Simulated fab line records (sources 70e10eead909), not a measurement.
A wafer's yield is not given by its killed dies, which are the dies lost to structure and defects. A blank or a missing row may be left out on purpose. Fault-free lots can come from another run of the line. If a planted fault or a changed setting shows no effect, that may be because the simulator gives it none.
fab line records | flow nand-harc
[record] lots = 6 | wafers = 18 | last-day = 33
route steps=1302 shown A_STAIRCASE@694 END@1302
lots with no fault: from the same line, run without faults
start-h: hours from the record's first day to the start of the lot's first wafer shown | wait-h: hours from the lot's prior step to this one | " repeats the value in the row above | L1.1+2: one row covering several wafers at once | - no value, or no start was given | * or withheld: withheld | < > ~ a bound
route shown NAME@n: a module of which the file shows steps, and the number in the route of the first | usual: average and standard deviation across the fault-free wafers | same: alike in all rows | chamber/n: place in a boat | sites: per-site readings | _std_site: their standard deviation | _edge_site: the outer-site mean with the inner-site mean subtracted | radius-mm: for every site, how far away it sits from the centre of the wafer | mask NAME#n: copy n | behind: tool/chamber where the wafer was last shaped | hold: cause of the lot's hold/its duration in hours/its outcome | device: transistor that didn't switch, given as n, p or np | end of line: the same wafers' tests at the end of the route | for a step that has no rows: nothing shown but its recipe | killed: dies that structure and defects cost at the first sort, which is not the same as the wafer's yield | map: a wafer's dies, x killed, . not, _ none there
set.NAME: the setting that was run; set.NAME@STEP: the one run at that earlier step | model.NAME: the simulator's own value behind a step, which no gauge read
a table for each step, a row for each wafer; lots at some steps of the route
services: from which hour (start-h, from the record's first day; less than 0 if before it) a tool's chamber was out of use, for how many hours, and why
[[steps]]
[step NHARC_A_STAIRCASE_EBR_180]
[step NHARC_A_STAIRCASE_EXPOSE_181]
[recipe] na = 0.5 | dose-mj = 27.87 | mask-id = STAIR_2
[step NHARC_A_STAIRCASE_PEB_182]
[recipe] peb-temp-c = 115 | peb-time-s = 130
[step NHARC_A_STAIRCASE_DEVELOP_183]
[recipe] time-s = 140
[step NHARC_A_STAIRCASE_HARDBAKE_185]
[recipe] temp-c = 120 | time-s = 140
[step NHARC_A_STAIRCASE_DESCUM_186]
[recipe] time-s = 3 | o2-flow-sccm = 200 | ar-flow-sccm = 0 | bias-power-w = 0 | chemistry = O2
[usual] drypump-motor-current-A = 5.9/0.5 | oes-product-au = 1.001/0.0086 | rf-vpp-V = 57.6/0.85 | showerhead-plenum-p-Torr = 1.86/0.043 | throttle-valve-pct = 11.311/0.0085
lot.wafer | tool        | chamber | start-h | wait-h | drypump-motor-current-A | oes-product-au | rf-hours-counter-h | rf-vpp-V | showerhead-plenum-p-Torr | throttle-valve-pct
L937.4    | rie-diel-08 | 0       | 364.98  | -      | 5.3                     | 0.995          | 53                 | 57.1     | 1.91                     | 11.306
L937.1    | "           | 2       | "       | "      | 5.9                     | 1.005          | 60                 | 59.5     | 1.89                     | 11.318
L937.6    | "           | 0       | "       | "      | 5.3                     | 1.008          | -                  | 58.0     | 1.91                     | 11.306
L947.2    | rie-diel-04 | 3       | 465.17  | -      | 5.6                     | 0.991          | 26                 | 59.3     | 1.80                     | 11.308
L947.4    | "           | 0       | "       | "      | 6.5                     | 0.997          | 30                 | 55.4     | 1.91                     | 11.334
L947.5    | "           | 2       | "       | "      | 6.6                     | 1.003          | -                  | 56.5     | 1.81                     | 11.309
L946.4    | rie-diel-04 | 2       | 465.34  | -      | 6.7                     | 1.014          | 29                 | 57.3     | 1.81                     | 11.307
L946.3    | "           | 3       | "       | "      | 5.6                     | 0.996          | 26                 | 58.9     | 1.80                     | 11.303
L946.1    | "           | 0       | "       | "      | 6.5                     | 1.014          | 30                 | 58.1     | 1.91                     | 11.301
L949.1    | rie-diel-04 | 1       | 476.33  | -      | 5.8                     | 0.995          | 35                 | 56.7     | 1.89                     | 11.305
L949.2    | "           | 3       | "       | "      | 5.6                     | 0.997          | 30                 | 57.0     | 1.80                     | 11.311
L949.3    | "           | 0       | "       | "      | 6.5                     | 1.013          | 33                 | 57.2     | 1.91                     | 11.331
L956.4    | rie-diel-11 | 1       | 557.21  | -      | 5.8                     | 0.994          | 40                 | 58.4     | 1.86                     | 11.316
L956.3    | "           | 0       | "       | "      | 5.5                     | 0.992          | 42                 | 59.4     | 1.90                     | 11.291
L956.6    | "           | 1       | "       | "      | 5.8                     | 1.004          | -                  | 58.4     | 1.86                     | 11.318
L957.4    | rie-diel-08 | 1       | 570.25  | -      | 4.8                     | 0.988          | 3                  | 57.7     | 1.87                     | 11.309
L957.3    | "           | 3       | "       | "      | 6.2                     | 0.996          | 3                  | 57.5     | 1.79                     | 11.311
L957.6    | "           | 2       | "       | "      | 5.9                     | 0.991          | -                  | 58.6     | 1.87                     | 11.317
[step NHARC_A_STAIRCASE_TRIM_187]
[recipe] time-s = 211.2 | o2-flow-sccm = 500 | ar-flow-sccm = 0 | bias-w = 0 | chemistry = O2
[usual] drypump-motor-current-A = 5.9/0.5 | oes-product-au = 1.000/0.0088 | rf-vpp-V = 57.5/0.85 | showerhead-plenum-p-Torr = 3.43/0.074 | throttle-valve-pct = 17.036/0.0082
lot.wafer | tool        | chamber | start-h | wait-h | drypump-motor-current-A | oes-product-au | rf-hours-counter-h | rf-vpp-V | showerhead-plenum-p-Torr | throttle-valve-pct
L937.1    | rie-diel-08 | 1       | 365.05  | 0.1    | 4.8                     | 1.003          | 55                 | 57.8     | 3.48                     | 17.030
L937.4    | "           | 0       | "       | "      | 5.3                     | 1.005          | 53                 | 57.3     | 3.53                     | 17.040
L937.6    | "           | 2       | "       | "      | 5.9                     | 1.007          | -                  | 57.5     | 3.50                     | 17.031
L947.4    | rie-diel-04 | 3       | 465.26  | 0.1    | 5.6                     | 0.992          | 26                 | 56.0     | 3.34                     | 17.036
L947.2    | "           | 0       | "       | "      | 6.5                     | 1.015          | 30                 | 57.1     | 3.53                     | 17.042
L947.5    | "           | 2       | "       | "      | 6.7                     | 1.006          | -                  | 57.5     | 3.35                     | 17.016
L946.3    | rie-diel-04 | 0       | 465.43  | 0.1    | 6.5                     | 1.015          | 30                 | 57.2     | 3.53                     | 17.045
L946.1    | "           | 1       | "       | "      | 5.8                     | 0.993          | 32                 | 57.8     | 3.49                     | 17.031
L946.4    | "           | 2       | "       | "      | 6.7                     | 1.012          | 29                 | 58.3     | 3.35                     | 17.029
L949.1    | rie-diel-04 | 3       | 476.41  | 0.1    | 5.6                     | 0.988          | 30                 | 57.0     | 3.34                     | 17.030
L949.2    | "           | 0       | "       | "      | 6.4                     | 1.007          | 33                 | 58.7     | 3.53                     | 17.042
L949.3    | "           | 1       | "       | "      | 5.8                     | 0.993          | 35                 | 57.4     | 3.48                     | 17.036
L956.3    | rie-diel-11 | 2       | 557.32  | 0.1    | 6.4                     | 1.004          | 47                 | 57.5     | 3.35                     | 17.035
L956.4    | "           | 3       | "       | "      | 5.9                     | 1.010          | 44                 | 55.8     | 3.41                     | 17.033
L956.6    | "           | 1       | "       | "      | 5.8                     | 0.991          | -                  | 58.7     | 3.44                     | 17.034
L957.3    | rie-diel-08 | 3       | 570.35  | 0.1    | 6.1                     | 0.996          | 3                  | 58.2     | 3.31                     | 17.028
L957.4    | "           | 0       | "       | "      | 5.3                     | 1.004          | 4                  | 57.2     | 3.49                     | 17.029
L957.6    | "           | 2       | "       | "      | 5.9                     | 0.996          | -                  | 57.3     | 3.46                     | 17.034
[step NHARC_A_STAIRCASE_ETCH_188]
[recipe] target-depth-a = 1000 | time-s = 40.5 | ion-energy-ev = 400 | c4f8-flow-sccm = 20 | o2-flow-sccm = 10 | ar-flow-sccm = withheld | rf-w = 600 | bias-w = 1000 | chemistry = C4F8/O2
[usual] oes-product-au = 0.942/0.012 | rf-fwd-power-W = 593.6/2.2 | rf-vpp-V = 892.4/2.8
lot.wafer | tool        | chamber | start-h | wait-h | oes-product-au | rf-fwd-power-W | rf-hours-counter-h | rf-vpp-V
L937.1    | rie-diel-08 | 2       | -       | -      | 0.949          | 592.3          | 60                 | 894.3
L937.4    | "           | 3       | "       | "      | 0.949          | 592.7          | 62                 | 889.1
L937.6    | "           | 2       | "       | "      | 0.945          | 590.1          | -                  | 895.5
L947.2    | rie-diel-04 | 3       | -       | -      | 0.943          | 593.0          | 26                 | 889.0
L947.4    | "           | 0       | "       | "      | 0.960          | 594.4          | 30                 | 895.5
L947.5    | "           | 3       | "       | "      | 0.941          | 590.6          | -                  | 890.0
L946.3    | rie-diel-04 | 0       | -       | -      | 0.955          | 594.4          | 30                 | 894.9
L946.4    | "           | 1       | "       | "      | 0.929          | 594.0          | 32                 | 894.7
L946.1    | "           | 2       | "       | "      | 0.936          | 594.0          | 29                 | 889.3
L949.2    | rie-diel-04 | 1       | -       | -      | 0.944          | 592.1          | 35                 | 895.2
L949.1    | "           | 2       | "       | "      | 0.963          | 594.4          | 32                 | 889.1
L949.3    | "           | 3       | "       | "      | 0.943          | 592.0          | 30                 | 889.5
L956.4    | rie-diel-11 | 1       | -       | -      | 0.927          | 598.1          | 40                 | 892.6
L956.3    | "           | 2       | "       | "      | 0.929          | 594.4          | 47                 | 887.8
L956.6    | "           | 0       | "       | "      | 0.939          | 593.4          | -                  | 895.4
L957.4    | rie-diel-08 | 2       | -       | -      | 0.945          | 588.4          | 3                  | 893.9
L957.3    | "           | 3       | "       | "      | 0.954          | 592.6          | 3                  | 888.1
L957.6    | "           | 2       | "       | "      | 0.931          | 590.9          | -                  | 894.1
[step NHARC_A_STAIRCASE_TRIM_189]
[recipe] time-s = 211.2 | o2-flow-sccm = 500 | ar-flow-sccm = 0 | bias-w = 0 | chemistry = O2
[step NHARC_A_STAIRCASE_ETCH_190]
[recipe] target-depth-a = 1000 | time-s = 40.5 | ion-energy-ev = 400 | c4f8-flow-sccm = 20 | o2-flow-sccm = 10 | ar-flow-sccm = withheld | rf-w = 600 | bias-w = 1000 | chemistry = C4F8/O2
[usual] oes-product-au = 0.943/0.011 | rf-fwd-power-W = 593.5/2.3 | rf-vpp-V = 892.5/2.8
lot.wafer | tool        | chamber | start-h | wait-h | oes-product-au | rf-fwd-power-W | rf-hours-counter-h | rf-vpp-V
L937.4    | rie-diel-08 | 1       | -       | -      | 0.954          | 595.5          | 56                 | 893.1
L937.1    | "           | 3       | "       | "      | 0.936          | 592.1          | 62                 | 889.4
L937.6    | "           | 1       | "       | "      | 0.950          | 595.8          | -                  | 893.8
L947.4    | rie-diel-04 | 2       | -       | -      | 0.950          | 592.0          | 29                 | 889.0
L947.2    | "           | 3       | "       | "      | 0.950          | 591.4          | 27                 | 889.2
L947.5    | "           | 3       | "       | "      | 0.947          | 592.8          | -                  | 888.4
L946.3    | rie-diel-04 | 3       | -       | -      | 0.930          | 591.8          | 27                 | 889.5
L946.1    | "           | 1       | "       | "      | 0.933          | 591.6          | 32                 | 892.6
L946.4    | "           | 2       | "       | "      | 0.954          | 592.0          | 29                 | 889.5
L949.3    | rie-diel-04 | 3       | -       | -      | 0.946          | 589.7          | 30                 | 889.9
L949.1    | "           | 0       | "       | "      | 0.965          | 594.5          | 33                 | 895.0
L949.2    | "           | 1       | "       | "      | 0.959          | 592.4          | 35                 | 892.8
L956.4    | rie-diel-11 | 1       | -       | -      | 0.938          | 595.5          | 40                 | 891.5
L956.3    | "           | 2       | "       | "      | 0.949          | 598.9          | 48                 | 888.6
L956.6    | "           | 1       | "       | "      | 0.940          | 598.6          | -                  | 893.6
L957.4    | rie-diel-08 | 1       | -       | -      | 0.934          | 593.4          | 3                  | 892.4
L957.3    | "           | 3       | "       | "      | 0.945          | 591.1          | 3                  | 887.5
L957.6    | "           | 2       | "       | "      | 0.939          | 586.2          | -                  | 892.6
[step NHARC_A_STAIRCASE_TRIM_191]
[recipe] time-s = 211.2 | o2-flow-sccm = 500 | ar-flow-sccm = 0 | bias-w = 0 | chemistry = O2
[step NHARC_A_STAIRCASE_ETCH_192]
[recipe] target-depth-a = 1000 | time-s = 40.5 | ion-energy-ev = 400 | c4f8-flow-sccm = 20 | o2-flow-sccm = 10 | ar-flow-sccm = withheld | rf-w = 600 | bias-w = 1000 | chemistry = C4F8/O2
[usual] oes-product-au = 0.943/0.0097 | rf-fwd-power-W = 593.8/2.3 | rf-vpp-V = 892.7/2.9
lot.wafer | tool        | chamber | start-h | wait-h | oes-product-au | rf-fwd-power-W | rf-hours-counter-h | rf-vpp-V
L937.4    | rie-diel-08 | 3       | 365.68  | -      | 0.945          | 591.1          | 62                 | 888.8
L937.1    | "           | 0       | "       | "      | 0.953          | 594.2          | 54                 | 895.6
L937.6    | "           | 1       | "       | "      | 0.957          | 595.6          | -                  | 894.5
L947.2    | rie-diel-04 | 0       | 465.93  | -      | 0.942          | 596.3          | 30                 | 896.4
L947.4    | "           | 1       | "       | "      | 0.937          | 595.3          | 32                 | 893.5
L947.5    | "           | 0       | "       | "      | 0.936          | 597.2          | -                  | 897.3
L946.1    | rie-diel-04 | 3       | 466.12  | -      | 0.841          | 497.8          | 27                 | 887.7
L946.4    | "           | 0       | "       | "      | 0.857          | 498.4          | 30                 | 896.1
L946.3    | "           | 2       | "       | "      | 0.849          | 497.6          | 29                 | 889.8
L949.3    | rie-diel-04 | 0       | 477.03  | -      | 0.863          | 497.7          | 33                 | 896.4
L949.2    | "           | 2       | "       | "      | 0.861          | 497.2          | 33                 | 888.7
L949.1    | "           | 3       | "       | "      | 0.858          | 495.8          | 30                 | 889.0
L956.3    | rie-diel-11 | 3       | 557.91  | -      | 0.951          | 596.1          | 44                 | 892.0
L956.4    | "           | 0       | "       | "      | 0.953          | 593.8          | 42                 | 895.4
L956.6    | "           | 0       | "       | "      | 0.943          | 592.0          | -                  | 896.1
L957.3    | rie-diel-08 | 0       | 570.96  | -      | 0.959          | 593.0          | 4                  | 895.9
L957.4    | "           | 1       | "       | "      | 0.935          | 594.9          | 4                  | 893.6
L957.6    | "           | 0       | "       | "      | 0.962          | 592.8          | -                  | 894.5
[step NHARC_A_STAIRCASE_TRIM_193]
[recipe] time-s = 211.2 | o2-flow-sccm = 500 | ar-flow-sccm = 0 | bias-w = 0 | chemistry = O2
[usual] drypump-motor-current-A = 5.9/0.51 | oes-product-au = 1.000/0.0089 | rf-vpp-V = 57.5/0.88 | showerhead-plenum-p-Torr = 3.44/0.073 | throttle-valve-pct = 17.035/0.0095
lot.wafer | tool        | chamber | start-h | wait-h | drypump-motor-current-A | oes-product-au | rf-hours-counter-h | rf-vpp-V | showerhead-plenum-p-Torr | throttle-valve-pct
L937.1    | rie-diel-08 | 1       | -       | -      | 4.8                     | 1.004          | 56                 | 58.2     | 3.48                     | 17.054
L937.4    | "           | 3       | "       | "      | 6.1                     | 1.010          | 62                 | 58.1     | 3.34                     | 17.032
L937.6    | "           | 1       | "       | "      | 4.8                     | 1.001          | -                  | 56.8     | 3.48                     | 17.024
L947.4    | rie-diel-04 | 0       | -       | -      | 6.5                     | 1.005          | 30                 | 59.0     | 3.53                     | 17.025
L947.2    | "           | 1       | "       | "      | 5.8                     | 0.994          | 32                 | 59.1     | 3.49                     | 17.033
L947.5    | "           | 3       | "       | "      | 5.6                     | 0.987          | -                  | 59.0     | 3.34                     | 17.024
L946.3    | rie-diel-04 | 2       | -       | -      | 6.7                     | 1.003          | 29                 | 57.9     | 3.35                     | 17.032
L946.4    | "           | 0       | "       | "      | 6.5                     | 1.007          | 30                 | 57.3     | 3.53                     | 17.020
L946.1    | "           | 1       | "       | "      | 5.9                     | 0.993          | 32                 | 57.5     | 3.49                     | 17.036
L949.3    | rie-diel-04 | 0       | -       | -      | 6.4                     | 1.009          | 33                 | 57.1     | 3.53                     | 17.042
L949.1    | "           | 2       | "       | "      | 6.6                     | 1.004          | 33                 | 57.8     | 3.35                     | 17.021
L949.2    | "           | 3       | "       | "      | 5.6                     | 1.009          | 30                 | 57.4     | 3.34                     | 17.021
L956.4    | rie-diel-11 | 1       | -       | -      | 5.8                     | 0.987          | 41                 | 56.9     | 3.44                     | 17.038
L956.3    | "           | 2       | "       | "      | 6.4                     | 1.001          | 48                 | 58.7     | 3.35                     | 17.021
L956.6    | "           | 1       | "       | "      | 5.8                     | 0.999          | -                  | 55.7     | 3.44                     | 17.024
L957.4    | rie-diel-08 | 1       | -       | -      | 4.8                     | 0.975          | 4                  | 57.4     | 3.45                     | 17.038
L957.3    | "           | 3       | "       | "      | 6.1                     | 1.000          | 3                  | 56.7     | 3.31                     | 17.032
L957.6    | "           | 1       | "       | "      | 4.8                     | 0.987          | -                  | 59.9     | 3.45                     | 17.035
[step NHARC_END_SORT_01]
[recipe] temp-c = 25
[usual] killed-at-array = 53/19 | killed-at-other = 0.8/1.2 | killed-at-periphery = 3.7/2.3 | killed-dies = 57/19 | killed-open = 3.2/1.7 | killed-short = 2.6/1.8
[same] gross-dies = 677
lot.wafer | tool      | chamber | start-h | wait-h | killed-at-array | killed-at-other | killed-at-periphery | killed-dies | killed-open | killed-short
L946.1    | prober-02 | 0       | 670.02  | 2.5    | 93              | 0               | 4                   | 97          | 3           | 2
L946.3    | prober-02 | 0       | 671.63  | 3.1    | 59              | 1               | 5                   | 65          | 7           | 3
L946.4    | prober-02 | 0       | 672.44  | 3.4    | 90              | 1               | 4                   | 95          | 5           | 0
// killed by level:class
L946.1 A_CHANNEL_HOLE_D1:chamber-film-flake=35 A_SLIT:chamber-film-flake=21 A_CHANNEL_HOLE_D2:chamber-film-flake=19 A_CONTACT:chamber-film-flake=14 P_CONTACT:geometric-particle:open=2 A_ONON_D1:geometric-particle:short=2 P_M2:geometric-particle:open=1 P_M1:chamber-film-flake=1
L946.3 A_SLIT:chamber-film-flake=17 A_CHANNEL_HOLE_D1:chamber-film-flake=14 A_CONTACT:chamber-film-flake=9 A_CHANNEL_HOLE_D2:chamber-film-flake=8 P_STI:chamber-film-flake=3 A_M1:geometric-particle:open=2 P_M2:geometric-particle:open=1 A_ONON_D1:geometric-particle:short=1
L946.4 A_SLIT:chamber-film-flake=35 A_CHANNEL_HOLE_D1:chamber-film-flake=32 A_CHANNEL_HOLE_D2:chamber-film-flake=10 A_CONTACT:chamber-film-flake=9 P_M1:geometric-particle:open=1 A_ONON_D1:geometric-particle:open=1 A_CONTACT:geometric-particle:open=1 A_M1:geometric-particle:open=1
[[services]]
tool        | chamber | start-h | hours | kind
rie-diel-04 | -       | 354.90  | 9.0   | pm
rie-diel-04 | 0       | 354.90  | 9.0   | vent-cycle
rie-diel-04 | 1       | 354.90  | 9.0   | vent-cycle
rie-diel-04 | 2       | 354.90  | 9.0   | vent-cycle
rie-diel-04 | 3       | 354.90  | 9.0   | vent-cycle
rie-diel-04 | 0       | 363.90  | -     | clean
rie-diel-04 | 1       | 363.90  | -     | clean
rie-diel-04 | 2       | 363.90  | -     | clean
rie-diel-04 | 3       | 363.90  | -     | clean
rie-diel-08 | -       | 368.68  | 9.0   | pm
rie-diel-11 | 3       | 384.84  | 1.2   | repair
rie-diel-04 | 0       | 388.40  | -     | clean
rie-diel-04 | 1       | 388.40  | -     | clean
rie-diel-04 | 2       | 388.40  | -     | clean
rie-diel-04 | 3       | 388.40  | -     | clean
rie-diel-04 | 0       | 412.90  | -     | clean
rie-diel-04 | 1       | 412.90  | -     | clean
rie-diel-04 | 2       | 412.90  | -     | clean
rie-diel-11 | 1       | 420.84  | 8.0   | repair
rie-diel-11 | -       | 432.52  | 9.0   | pm
rie-diel-11 | 1       | 496.97  | 9.3   | repair
rie-diel-04 | 0       | 529.96  | 2.8   | repair
rie-diel-04 | -       | 534.62  | 9.0   | pm
rie-diel-08 | -       | 545.68  | 9.0   | pm
[[key]]
[first-sign] step = NHARC_A_STAIRCASE_ETCH_192 | reading = rf-fwd-power-W | direction = down | sigmas = 42 | usual = * | struck = *
[effect] step = NHARC_A_STAIRCASE_ETCH_192 | reading = oes-product-au | direction = down | sigmas = 9.1 | usual = 0.943 | struck = 0.855
met-at NHARC_A_STAIRCASE_ETCH_192
struck-wafers L946.1,L946.3,L946.4,L949.1,L949.2,L949.3
tester-left-out L946,L949
onset-between 465.93 466.12
[fault] kind = process-parameter-drift | tool = rie-diel-04 | chamber = - | onset-h = 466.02 | steps = NHARC_A_STAIRCASE_ETCH_192 | channel = rf-w | offset = * | shape = step | end-h = 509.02 | acts-in = * | stated = *
// tester-left-out: of these lots the tester's yield and bins aren't shown, on N5 and GAA mostly nor the transistor test; their killed dies are dies lost to structure and defects alone, not to doping, threshold or leakage, so they don't give the yield
